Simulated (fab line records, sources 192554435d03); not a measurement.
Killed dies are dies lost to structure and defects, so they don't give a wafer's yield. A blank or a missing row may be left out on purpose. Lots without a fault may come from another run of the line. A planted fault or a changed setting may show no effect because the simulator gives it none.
fab line records | flow n5_finfet
record lots=9 wafers=24 last_day=18
route steps=1938 shown BEOL_M3@948 BEOL_M4@1111 PASSIVATION@1936
lots that met no fault: from a run of the same line without faults
start_h: hours from the record's first day to the start of the lot's first wafer shown | wait_h: hours since the lot's step before | " the same as in the row above | L1.1+2: a row that stands for several wafers | - no value, or no start given | * or withheld: withheld | < > ~ a bound
route shown NAME@n: a module of which the file shows steps, and the number in the route of the first | usual: mean/standard deviation of fault-free wafers | same: alike in all rows | chamber/n: place in a boat | sites: the reading at each site | _std_site: their standard deviation | _edge_site: outer sites' mean less inner sites' | radius_mm: how far each site lies from the wafer's centre | mask NAME#n: copy n | behind: the tool/chamber that last shaped the wafer | hold: why the lot was held/for how many hours/how that ended | device: the transistor (n, p or np) that didn't switch | end of line: the same wafers' tests at the end of the route | a step without rows: its recipe alone | killed: dies lost to structure and defects at the first sort, not the wafer's yield | map: a wafer's dies, x killed, . not, _ none there
set.NAME: the setting as run; set.NAME@STEP: as run at that earlier step | model.NAME: the simulator's own value behind a step, which no gauge read
steps of the route over a sample of lots; a table a step, a row a wafer
services: from which hour (start_h, from the record's first day; less than 0 if before it) a tool's chamber was out of use, for how many hours, and why
## steps
# step N5_BEOL_M3_ETCH_74
# recipe chemistry=N2/H2 target=underlayer target_depth_a=65 mask_material=CAR-EUV time_s=5.2 ion_energy_ev=200 pressure_mtorr=30 source_w=840 bias_w=150 n2_flow_sccm=200 h2_flow_sccm=200 ends=cleared
# usual drypump_motor_current_A=5.7/0.35 etch_rf_on_time_s=5.17/0.067 oes_product_au=0.67/0.069 rf_vpp_V=523.5/2.7 showerhead_plenum_p_Torr=2.54/0.092 throttle_valve_pct=17.87/0.22
# columns lot.wafer tool chamber start_h wait_h drypump_motor_current_A etch_rf_on_time_s oes_product_au rf_hours_counter_h rf_vpp_V showerhead_plenum_p_Torr throttle_valve_pct
L839.1 rie_diel-05 1 232.45 0.0 5.2 5.12 0.74 38 521.6 2.48 17.77
L839.4 " 0 " " 6.2 5.12 0.62 178 524.6 2.53 17.89
L839.5 " 1 " " 5.2 5.10 0.74 - 522.2 2.48 17.78
L842.1 rie_diel-05 1 240.78 0.0 5.2 5.23 0.72 41 521.9 2.48 17.75
L842.2 " 0 " " 6.2 5.15 0.60 181 523.3 2.53 17.91
L842.4 " 3 " " 5.6 5.16 0.77 32 521.1 2.49 17.81
L841.1 rie_diel-02 3 243.87 0.0 5.5 5.26 0.62 182 525.4 2.53 18.02
L841.2 " 2 " " 5.5 5.17 0.65 133 519.6 2.45 17.71
L841.6 " 2 " " 5.5 5.19 0.66 - 519.7 2.45 17.69
L843.2 rie_diel-05 1 244.17 0.0 5.2 5.19 0.72 42 522.0 2.48 17.79
L843.3 " 3 " " 5.6 5.21 0.77 33 522.8 2.49 17.80
L845.2 rie_diel-05 3 257.94 0.0 5.6 5.19 0.76 38 521.8 2.49 17.81
L845.3 " 2 " " 6.0 5.19 0.60 227 523.8 2.62 17.62
L844.4 rie_diel-02 1 262.11 0.0 6.3 5.13 0.66 124 526.7 2.67 18.25
L844.6 " 3 " " 5.5 5.26 0.63 - 523.8 2.52 18.00
L847.1 rie_diel-02 0 268.45 0.0 5.4 5.20 0.81 5 524.2 2.60 17.50
L847.4 " 2 " " 5.5 5.22 0.64 140 518.3 2.44 17.73
L847.6 " 1 " " 6.3 5.18 0.65 - 526.3 2.67 18.21
L849.1 rie_diel-05 2 284.17 0.0 6.1 5.23 0.59 235 527.2 2.61 17.63
L849.2 " 3 " " 5.6 5.10 0.77 46 520.6 2.49 17.84
L849.5 " 1 " " 5.2 5.19 0.72 - 521.6 2.47 17.80
L850.1 rie_diel-05 1 304.74 0.0 5.2 5.08 0.71 61 524.1 2.47 17.81
L850.4 " 0 " " 6.1 5.05 0.60 195 522.9 2.52 17.94
L850.6 " 2 " " 6.0 5.14 0.60 - 528.0 2.61 17.65
# step N5_BEOL_M3_STRIP_66
# recipe chemistry=CF4 resist=SiARC power_w=300 bias_power_w=75 pressure_mtorr=50 cf4_flow_sccm=150 rf_frequency_hz=6e+07
# usual drypump_motor_current_A=5.7/0.35 oes_product_au=0.78/0.076 rf_vpp_V=271.1/1.5 showerhead_plenum_p_Torr=1.79/0.06 throttle_valve_pct=13.61/0.22
# columns lot.wafer tool chamber start_h wait_h drypump_motor_current_A oes_product_au rf_hours_counter_h rf_vpp_V showerhead_plenum_p_Torr throttle_valve_pct
L839.1 rie_diel-05 1 232.62 0.0 5.2 0.85 39 270.8 1.76 13.49
L839.4 " 0 " " 6.2 0.71 178 270.3 1.79 13.64
L839.5 " 1 " " 5.2 0.84 - 270.5 1.76 13.47
L842.1 rie_diel-05 1 240.95 0.0 5.2 0.85 41 270.1 1.76 13.50
L842.2 " 0 " " 6.1 0.70 181 270.9 1.79 13.65
L842.4 " 3 " " 5.6 0.88 32 270.6 1.76 13.33
L841.1 rie_diel-02 3 244.13 0.0 5.5 0.73 182 269.9 1.79 13.80
L841.2 " 2 " " 5.5 0.75 133 269.9 1.72 13.51
L841.6 " 2 " " 5.5 0.75 - 270.0 1.72 13.52
L843.2 rie_diel-05 1 244.34 0.0 5.2 0.84 42 269.0 1.76 13.49
L843.3 " 3 " " 5.5 0.87 33 270.0 1.76 13.32
L845.2 rie_diel-05 3 258.11 0.0 5.6 0.87 38 269.4 1.76 13.33
L845.3 " 2 " " 6.0 0.70 227 272.3 1.84 13.55
L844.4 rie_diel-02 1 262.28 0.0 6.3 0.76 124 273.0 1.88 13.93
L844.6 " 3 " " 5.5 0.73 - 270.1 1.79 13.80
L847.1 rie_diel-02 0 268.62 0.0 5.4 0.94 5 272.3 1.83 13.17
L847.4 " 2 " " 5.5 0.75 140 268.5 1.72 13.51
L847.6 " 1 " " 6.3 0.76 - 272.0 1.88 13.94
L849.1 rie_diel-05 2 284.34 0.0 6.0 0.69 235 272.8 1.84 13.58
L849.2 " 3 " " 5.6 0.86 47 269.9 1.76 13.35
L849.5 " 1 " " 5.2 0.83 - 270.2 1.75 13.51
L850.1 rie_diel-05 1 304.91 0.0 5.2 0.81 61 271.1 1.75 13.52
L850.4 " 0 " " 6.1 0.69 195 271.0 1.79 13.70
L850.6 " 2 " " 6.0 0.69 - 272.8 1.84 13.58
# step N5_BEOL_M3_EXPOSE_25
# recipe mask_id=V2 na=0.33 source_shape=quasar sigma_inner=0.2 sigma_outer=0.8 polarization=unpolarized defocus_nm=5 dose_mj=63
# usual exposure_dose_mJ_cm2=63.9/0.92
# columns lot.wafer tool chamber start_h wait_h mask exposure_dose_mJ_cm2
L839.1 euv_scanner-02 0 233.25 - V2#0 64.8
L839.4 " 0 " " V2#0 64.7
L839.5 " 0 " " V2#0 64.8
L842.1 euv_scanner-02 0 241.70 - V2#0 64.7
L842.2 " 0 " " V2#0 64.8
L842.4 " 0 " " V2#0 64.8
L841.1 euv_scanner-02 0 244.54 - V2#0 64.8
L841.2 " 0 " " V2#0 64.8
L841.6 " 0 " " V2#0 64.7
L843.2 euv_scanner-02 0 244.74 - V2#0 64.9
L843.3 " 0 " " V2#0 64.8
L845.2 euv_scanner-02 0 258.51 - V2#0 64.8
L845.3 " 0 " " V2#0 64.7
L844.4 euv_scanner-02 0 262.71 - V2#0 64.8
L844.6 " 0 " " V2#0 64.8
L847.1 euv_scanner-02 0 269.19 - V2#0 64.8
L847.4 " 0 " " V2#0 64.7
L847.6 " 0 " " V2#0 64.7
L849.1 euv_scanner-01 0 284.86 - V2#0 62.9
L849.2 " 0 " " V2#0 62.9
L849.5 " 0 " " V2#0 62.9
L850.1 euv_scanner-01 0 305.30 - V2#0 62.9
L850.4 " 0 " " V2#0 62.9
L850.6 " 0 " " V2#0 62.9
# step N5_BEOL_M3_OVL_MEAS_29
# recipe points_per_wafer=522
# usual V2_OVL=-0.3/0.76
# columns lot.wafer tool chamber start_h wait_h V2_OVL[nm]
L839.1 overlay-02 0 233.43 0.0 -1.4
L839.4 " 0 " " -1.4
L839.5 " 0 " " -0.7
L842.1 overlay-02 0 241.88 0.0 0.7
L842.2 " 0 " " 0.3
L842.4 " 0 " " -0.5
L841.1 overlay-02 0 244.71 0.0 1.0
L841.2 " 0 " " 0.5
L841.6 " 0 " " -0.1
L843.2 overlay-02 0 244.92 0.0 8.2
L843.3 " 0 " " 10.1
L845.2 overlay-02 0 258.69 0.0 9.6
L845.3 " 0 " " 8.9
L844.4 overlay-01 0 262.88 0.0 10.0
L844.6 " 0 " " 10.3
L847.1 overlay-01 0 269.37 0.0 9.6
L847.4 " 0 " " 10.4
L847.6 " 0 " " 10.3
L849.1 overlay-02 0 285.04 0.0 0.3
L849.2 " 0 " " -1.2
L849.5 " 0 " " 0.6
L850.1 overlay-02 0 305.48 0.0 -0.4
L850.4 " 0 " " 0.2
L850.6 " 0 " " -0.1
# step N5_BEOL_M3_ETCH_70
# recipe chemistry=N2/H2 target=SOC target_depth_a=800 overetch_a=160 mask_material=SiARC temp_c=40 time_s=120 ion_energy_ev=200 pressure_mtorr=30 source_w=840 bias_w=150 n2_flow_sccm=200 h2_flow_sccm=200
# usual drypump_motor_current_A=5.7/0.32 oes_product_au=0.60/0.058 rf_vpp_V=524/3.3 showerhead_plenum_p_Torr=2.53/0.12 throttle_valve_pct=17.88/0.29
# columns lot.wafer tool chamber start_h wait_h drypump_motor_current_A oes_product_au rf_hours_counter_h rf_vpp_V showerhead_plenum_p_Torr throttle_valve_pct
L839.1 rie_diel-06 0 239.19 0.0 5.7 0.61 121 528 2.67 17.97
L839.4 " 2 " " 5.9 0.55 182 522 2.43 18.23
L839.5 " 1 " " 5.9 0.58 - 518 2.34 18.19
L842.1 rie_diel-06 1 246.34 0.0 6.0 0.57 154 519 2.34 18.19
L842.2 " 2 " " 5.9 0.55 184 519 2.43 18.23
L842.4 " 3 " " 5.4 0.72 20 529 2.70 17.34
L841.1 rie_diel-02 1 249.70 0.0 6.4 0.58 120 528 2.67 18.19
L841.2 " 2 " " 5.5 0.58 134 520 2.44 17.65
L841.6 " 2 " " 5.5 0.58 - 521 2.44 17.66
L843.2 rie_diel-06 1 253.14 0.0 5.9 0.57 156 519 2.34 18.22
L843.3 " 3 " " 5.3 0.71 22 528 2.70 17.33
L845.2 rie_diel-05 3 259.60 0.0 5.6 0.68 39 522 2.49 17.77
L845.3 " 1 " " 5.2 0.64 46 522 2.48 17.74
L844.4 rie_diel-02 3 273.49 0.0 5.5 0.56 190 523 2.52 17.96
L844.6 " 1 " " 6.3 0.58 - 527 2.67 18.20
L847.1 rie_diel-05 1 278.75 0.0 5.2 0.63 52 522 2.47 17.75
L847.4 " 0 " " 6.1 0.54 191 523 2.52 17.87
L847.6 " 0 " " 6.1 0.54 - 523 2.52 17.88
L849.1 rie_diel-06 2 296.86 0.0 5.9 0.54 199 520 2.42 18.23
L849.2 " 1 " " 6.0 0.57 169 517 2.34 18.22
L849.5 " 3 " " 5.3 0.68 - 528 2.69 17.35
L850.1 rie_diel-02 1 306.54 0.0 6.4 0.58 137 528 2.67 18.22
L850.4 " 0 " " 5.4 0.71 16 525 2.59 17.46
L850.6 " 0 " " 5.4 0.70 - 526 2.59 17.46
# step N5_BEOL_M4_RC_MEAS_101
# usual DIBL_N=36.3/1.6 DIBL_P=36.5/1.6 IOFF_N=0.163/0.026 IOFF_P=0.22/0.033 ION_N=676/9.9 ION_P=464/6.5 SS_N=71.5/0.5 SS_P=73.3/0.64 VT_N=249.3/2.9 VT_P=-250/3.2
# columns lot.wafer tool chamber start_h wait_h DIBL_N[mV/V] DIBL_P[mV/V] IOFF_N[nA/um] IOFF_P[nA/um] ION_N[uA/um] ION_P[uA/um] SS_N[mV/dec] SS_P[mV/dec] VT_N[mV] VT_P[mV]
L839.1 prober-01 0 260.83 0.0 37.5 35.6 0.161 0.20 663 456 71.9 73.3 252.3 -250
L839.4 " 0 " " 34.1 32.7 0.115 0.16 668 463 70.8 72.8 254.0 -252
L839.5 " 0 " " 36.3 35.0 0.142 0.19 655 449 71.8 72.9 250.3 -253
L842.1 prober-02 0 266.32 0.0 33.4 33.8 0.116 0.16 656 456 70.8 72.8 254.8 -256
L842.2 " 0 " " 36.1 36.6 0.158 0.20 679 457 71.7 73.6 248.3 -253
L842.4 " 0 " " 36.3 36.6 0.153 0.19 669 459 71.2 73.0 251.0 -253
L841.1 prober-02 0 270.75 0.0 37.3 36.9 0.188 0.22 682 458 72.1 73.1 246.8 -248
L841.2 " 0 " " 36.9 36.7 0.187 0.22 675 459 72.5 73.4 244.9 -250
L841.6 " 0 " " 36.6 36.5 0.175 0.21 680 461 72.1 72.7 248.3 -249
L843.2 prober-01 0 278.03 0.2 35.1 35.2 0.132 0.17 659 454 71.5 73.3 254.4 -253
L843.3 " 0 " " 35.8 36.3 0.154 0.18 683 461 71.4 73.4 250.6 -256
L845.2 prober-01 0 282.77 0.2 35.4 34.7 0.140 0.20 668 462 71.3 72.8 248.2 -251
L845.3 " 0 " " 36.4 35.1 0.143 0.20 668 460 71.1 72.6 247.9 -252
L844.4 prober-01 0 287.70 0.5 38.5 38.3 0.185 0.24 671 459 72.3 73.9 248.4 -248
L844.6 " 0 " " 39.1 39.0 0.202 0.26 689 474 71.2 73.4 243.9 -248
L847.1 prober-01 0 304.18 0.0 38.4 42.3 0.213 0.29 685 470 72.8 74.2 246.6 -245
L847.4 " 0 " " 35.0 37.9 0.145 0.21 680 470 70.8 72.1 248.1 -250
L847.6 " 0 " " 35.9 38.6 0.164 0.23 682 471 71.5 72.9 250.8 -249
L849.1 prober-01 0 316.29 0.0 36.0 37.1 0.169 0.22 669 465 71.8 73.4 249.5 -250
L849.2 " 0 " " 34.9 35.2 0.145 0.19 662 456 71.6 73.5 252.3 -251
L849.5 " 0 " " 35.7 36.3 0.164 0.22 672 462 71.7 73.8 250.3 -248
L850.1 prober-01 0 320.48 0.0 36.3 35.8 0.173 0.24 681 463 71.5 73.2 246.1 -246
L850.4 " 0 " " 36.5 35.5 0.165 0.23 671 462 72.0 74.0 247.7 -246
L850.6 " 0 " " 38.5 39.0 0.217 0.30 696 473 72.0 74.1 243.8 -245
# step N5_PASSIVATION_PROBE_49
# usual defect_limited_yield=91.2/1.5 killed_at_M0_to_M3=32/9.6 killed_at_M4_up=13/5.3 killed_at_contacts=13/6.7 killed_at_front_end=42/11 killed_at_other=3.8/2.9 killed_dies=103/17 killed_on_rim=14/4.4 killed_open=67/13 killed_short=35/7.9 sort_bin_5_function=5.2/0.94 sort_bin_6_memory=3.3/0.64 sort_n_pass=1077/17 sort_yield_pct=91.2/1.5
# same gross_dies=1180 killed_at_back_side=0 sort_bin_4_leakage[%]=0 sort_bin_8_speed[%]=0
# columns lot.wafer tool chamber start_h wait_h defect_limited_yield[%] killed_at_M0_to_M3 killed_at_M4_up killed_at_contacts killed_at_front_end killed_at_other killed_dies killed_on_rim killed_open killed_short sort_bin_5_function[%] sort_bin_6_memory[%] sort_n_pass sort_yield_pct[%]
L843.2 prober-01 - 402.26 0.1 86.9 116 12 7 17 3 155 21 37 16 7.3 1.4 1025 86.9
L843.3 prober-01 - 402.31 0.1 68.6 297 16 16 37 4 370 49 64 28 15.9 3.0 810 68.6
L844.4 prober-02 - 412.42 0.2 82.8 146 9 15 32 1 203 28 59 21 10.1 2.4 977 82.8
L844.6 prober-02 - 412.52 0.3 80.6 168 13 6 41 1 229 26 55 36 10.9 2.8 951 80.6
L845.2 prober-02 - 414.71 0.1 71.8 252 13 20 42 6 333 43 77 51 15.8 4.0 847 71.8
L845.3 prober-02 - 414.76 0.1 78.1 157 13 19 59 10 258 29 94 42 12.4 3.5 922 78.1
L847.1 prober-01 - 414.94 0.0 80.6 143 19 15 45 7 229 33 69 36 10.4 3.7 951 80.6
L847.4 prober-01 - 415.09 0.2 71.6 259 22 15 39 0 335 35 70 29 15.7 3.3 845 71.6
L847.6 prober-01 - 415.19 0.3 74.8 226 11 20 38 2 297 47 62 38 13.5 3.1 883 74.8
# killed by level:class
L843.2 BEOL_M3:overlay=101 MOL_CONTACT_COAG:geometric_particle:open=6 STI_FIN_REVEAL:geometric_particle:open=4 BEOL_M2:geometric_particle:open=4 STARTING-WAFER:geometric_particle:short=4 BEOL_M4:geometric_particle:open=3 BEOL_M8:geometric_particle:open=3 FIN_SAQP:geometric_particle:open=2
L843.3 BEOL_M3:overlay=276 MOL_CONTACT_COAG:geometric_particle:open=14 FIN_SAQP:geometric_particle:open=8 FIN_SAQP:geometric_particle:short=8 STI_FIN_REVEAL:geometric_particle:open=6 BEOL_M4:geometric_particle:open=6 BEOL_M2:geometric_particle:open=6 BEOL_M0_SAQP:geometric_particle:open=5
L844.4 BEOL_M3:overlay=122 MOL_CONTACT_COAG:geometric_particle:open=12 STI_FIN_REVEAL:geometric_particle:open=7 DUMMY_GATE:geometric_particle:open=7 BEOL_M1:geometric_particle:open=7 BEOL_M0_SAQP:geometric_particle:open=5 BEOL_M0_SAQP:geometric_particle:short=5 STARTING-WAFER:geometric_particle:open=4
L844.6 BEOL_M3:overlay=135 BEOL_M0_SAQP:geometric_particle:short=12 FIN_SAQP:geometric_particle:short=9 DUMMY_GATE:geometric_particle:open=8 BEOL_M0_SAQP:geometric_particle:open=8 BEOL_M4:geometric_particle:open=6 FIN_SAQP:geometric_particle:open=5 BEOL_M1:geometric_particle:open=5
L845.2 BEOL_M3:overlay=205 BEOL_M0_SAQP:geometric_particle:short=21 MOL_CONTACT_COAG:geometric_particle:open=14 BEOL_M0_SAQP:geometric_particle:open=13 FIN_SAQP:geometric_particle:open=9 STI_FIN_REVEAL:geometric_particle:open=6 GATE_CUT:geometric_particle:short=6 MOL_CONTACT_COAG:geometric_particle:short=6
L845.3 BEOL_M3:overlay=121 STI_FIN_REVEAL:geometric_particle:open=23 MOL_CONTACT_COAG:geometric_particle:open=17 FIN_SAQP:geometric_particle:short=14 BEOL_M1:geometric_particle:open=12 BEOL_M0_SAQP:geometric_particle:open=7 BEOL_M0_SAQP:geometric_particle:short=5 BEOL_M2:geometric_particle:open=5
L847.1 BEOL_M3:overlay=120 MOL_CONTACT_COAG:geometric_particle:open=14 FIN_SAQP:geometric_particle:short=12 BEOL_M5:geometric_particle:open=7 FIN_SAQP:geometric_particle:open=6 GATE_CUT:geometric_particle:short=6 BEOL_M1:geometric_particle:open=6 ILD0:geometric_particle:open=4
L847.4 BEOL_M3:overlay=228 BEOL_M0_SAQP:geometric_particle:open=13 MOL_CONTACT_COAG:geometric_particle:open=12 STI_FIN_REVEAL:geometric_particle:open=9 BEOL_M1:geometric_particle:open=6 FIN_SAQP:geometric_particle:open=5 BEOL_M0_SAQP:geometric_particle:short=5 BEOL_M4:geometric_particle:open=5
L847.6 BEOL_M3:overlay=191 MOL_CONTACT_COAG:geometric_particle:open=15 BEOL_M0:geometric_particle:short=9 BEOL_M1:geometric_particle:open=8 FIN_SAQP:geometric_particle:short=6 FIN_SAQP:geometric_particle:open=5 STI_FIN_REVEAL:geometric_particle:open=5 GATE_CUT:geometric_particle:short=5
## services
# columns tool chamber start_h hours kind
euv_scanner-01 - 209.24 1.0 pm
rie_diel-02 - 211.42 0.1 repair
rie_diel-02 0 219.73 - clean
rie_diel-02 0 219.73 - consumable_replace:focus_ring
rie_diel-02 1 234.79 10.1 repair
euv_scanner-02 0 243.76 - calibration
euv_scanner-02 - 260.52 1.0 pm
euv_scanner-01 - 265.37 1.0 pm
euv_scanner-01 - 269.98 4.6 pm
euv_scanner-02 - 272.27 0.2 repair
euv_scanner-01 - 287.15 0.4 repair
rie_diel-05 0 290.58 14.1 repair
euv_scanner-01 - 291.21 1.4 repair
## key
first_sign step=N5_BEOL_M3_OVL_MEAS_29 reading=V2_OVL direction=up sigmas=13 usual=-0.3 struck=9.7
effect step=N5_PASSIVATION_PROBE_49 reading=killed_at_M0_to_M3 direction=up sigmas=17 usual=32 struck=196
more_kills_born_at N5_BEOL_M3_EXPOSE_25@euv_scanner-02=1499
met_at N5_BEOL_M3_EXPOSE_25
struck_lots L843,L844,L845,L847
not_acting_at N5_BEOL_M3_ETCH_74,N5_BEOL_M3_STRIP_66,N5_BEOL_M3_ETCH_70
onset_between 244.54 244.74
fault kind=scanner_matching_overlay tool=euv_scanner-02 chamber=- onset_h=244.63 steps=N5_BEOL_M3_EXPOSE_25 offset=10.242
